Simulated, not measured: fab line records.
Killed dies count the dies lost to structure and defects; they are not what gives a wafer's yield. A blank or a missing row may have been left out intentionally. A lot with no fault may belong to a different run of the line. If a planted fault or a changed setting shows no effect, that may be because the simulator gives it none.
Comparing a struck lot with a sound one    flow n5-finfet    16 out of 1938 route steps
Sound: these wafers, L907.2, L907.4, L907.5. The struck wafers were L902.1, L902.5. Last of all comes the cause.
Each step with rows lists, per side, the tool, then ch with its chambers, then its first start. Under that, the readings that differ: sound wafers    struck wafers    difference of the means    sigmas: that difference in standard deviations of wafers without a fault.
alike: readings whose means differ by less than 2 such deviations, and words and numbers that are the same on both sides. not compared: withheld readings, readings that some wafer has no value for, bounds like >300 that may hide the same value, and numbers for which the record gives no deviation and whose values overlap.
A row with sigmas, a row that says differs or no value, or rows on one side alone: a step with any of these is where the two part. Non-overlapping numbers with no deviation appear without sigmas and do not part them. Lack of a reading on every wafer of one side parts them only where that side has two or more wafers.

first, 4 steps without rows for these wafers: N5_BEOL_M4_SOFTBAKE_23 (time 60 s); N5_BEOL_M4_EXPOSE_25 (exposes mask V3, defocus 5 nm); N5_BEOL_M4_PEB_26 (peb time 60 s); N5_BEOL_M4_DEVELOP_27 (develop time 30 s).
N5_BEOL_M4_CD_MEAS_28: target cd 26.2 nm, target cd y 24.1 nm.
  sound on cd-sem-03 ch 0, day 12 05:06; struck on cd-sem-03 ch 0, day 10 21:32
  alike: cd-nm
N5_BEOL_M4_OVL_MEAS_29:
  sound on overlay-02 ch 0, day 12 05:08; struck on overlay-01 ch 0, day 10 21:34
  alike: V3_OVL
N5_BEOL_M4_INSPECT_30: inspects for defects (brightfield).
  sound: defect-inspect-01 at day 12 05:11; struck: defect-inspect-02 at day 10 21:37
  alike: raw-defect-count
N5_BEOL_M4_DESCUM_33: chemistry O2, time 7 s.
  sound on rie-diel-02 ch 0,1,3, day 12 05:13; struck on rie-diel-04 ch 3, day 10 21:46
  alike: drypump-motor-current-A, oes-product-au, rf-vpp-V, showerhead-plenum-p-Torr, throttle-valve-pct
  not compared: rf-hours-counter-h
N5_BEOL_M4_ETCH_77: etches underlayer in N2/H2, target depth 6.5 nm, time 5.2 s.
  sound on rie-diel-02 ch 0,1,3, day 12 05:16; struck on rie-diel-04 ch 3, day 10 21:48
  alike: drypump-motor-current-A, etch-rf-on-time-s, oes-product-au, rf-vpp-V, showerhead-plenum-p-Torr, throttle-valve-pct
  not compared: rf-hours-counter-h
N5_BEOL_M4_ETCH_69: etches SiARC in CF4, target depth 15.6 nm, time 26 s.
  sound on rie-diel-02 ch 0,1,3, day 12 05:16; struck on rie-diel-04 ch 3, day 10 21:49
reading                sound           struck     difference  sigmas
etch-rf-on-time-s (s)  26.6 26.2 26.1  25.5 25.4  -0.9        -2
  alike: drypump-motor-current-A, oes-product-au, rf-vpp-V, showerhead-plenum-p-Torr, throttle-valve-pct
  not compared: rf-hours-counter-h
N5_BEOL_M4_ALD_98: deposits SiO2, target thk 2.5 nm, pulse time 1 s, co reactant pulse time 1 s.
  sound on ald-sin-03 ch 0,1,3, day 12 05:22; struck on ald-sin-02 ch 0,1, day 10 21:55
  alike: heater-power-outer-w, heater-power-w, precursor-pulse-height-rel
N5_BEOL_M4_ETCHBACK_99: etches SiO2 in CHF3, target depth 5 nm, time 10.4 s.
  sound on rie-diel-02 ch 0,2, day 12 07:03; struck on rie-diel-04 ch 2, day 10 22:59
  alike: CHF3_flow_sccm, drypump-motor-current-A, oes_f_703_au, oes-product-au, rf-vpp-V, showerhead-plenum-p-Torr, throttle-valve-pct
  not compared: rf-hours-counter-h
N5_BEOL_M4_ETCH_70: etches SOC in N2/H2, target depth 80 nm, overetch 24 nm, time 130 s.
  sound on rie-diel-02 ch 0,2, day 12 07:05; struck on rie-diel-04 ch 2, day 10 23:02
reading                                     sound      struck   difference  sigmas
model.SiARC_of_BEOL_M4_COAT_68.thk-nm (nm)  6.2 6 6.2  2.2 2.2  -3.9        
  alike: drypump-motor-current-A, oes-product-au, rf-vpp-V, showerhead-plenum-p-Torr, throttle-valve-pct
  not compared: rf-hours-counter-h
then, 1 step without rows for these wafers: N5_BEOL_M4_STRIP_71 (strips in N2/H2).
N5_BEOL_M4_RC_MEAS_101:
  sound on prober-02 ch 0, day 12 12:56; struck on prober-01 ch 0, day 11 04:15
reading        sound           struck     difference  sigmas
DIBL_N (mV/V)  37.1 35.5 38.8  32.9 33.6  -3.9        -3
SS_N (mV/dec)  72.0 71.7 71.7  70.7 70.8  -1.0        -2
SS_P (mV/dec)  73.6 73.4 74.8  72.4 72.8  -1.3        -2
  alike: DIBL_P, IOFF_N, IOFF_P, ION_N, ION_P, VT_N, VT_P
-- the record jumps here: 4 days lie between the struck wafers' starts before and after (it left off in module BEOL_M4 and takes up again in module PASSIVATION, whose first step shown is number 1936 of the route) --
N5_PASSIVATION_PROBE_49:
  only the struck wafers here have rows in the record (prober-02, day 15 09:30); the sound ones have none

## WHERE THEY PART
Last at N5_PASSIVATION_PROBE_49 as far as this record goes, first at N5_BEOL_M4_ETCH_69.

WHY: the cause the simulator had injected
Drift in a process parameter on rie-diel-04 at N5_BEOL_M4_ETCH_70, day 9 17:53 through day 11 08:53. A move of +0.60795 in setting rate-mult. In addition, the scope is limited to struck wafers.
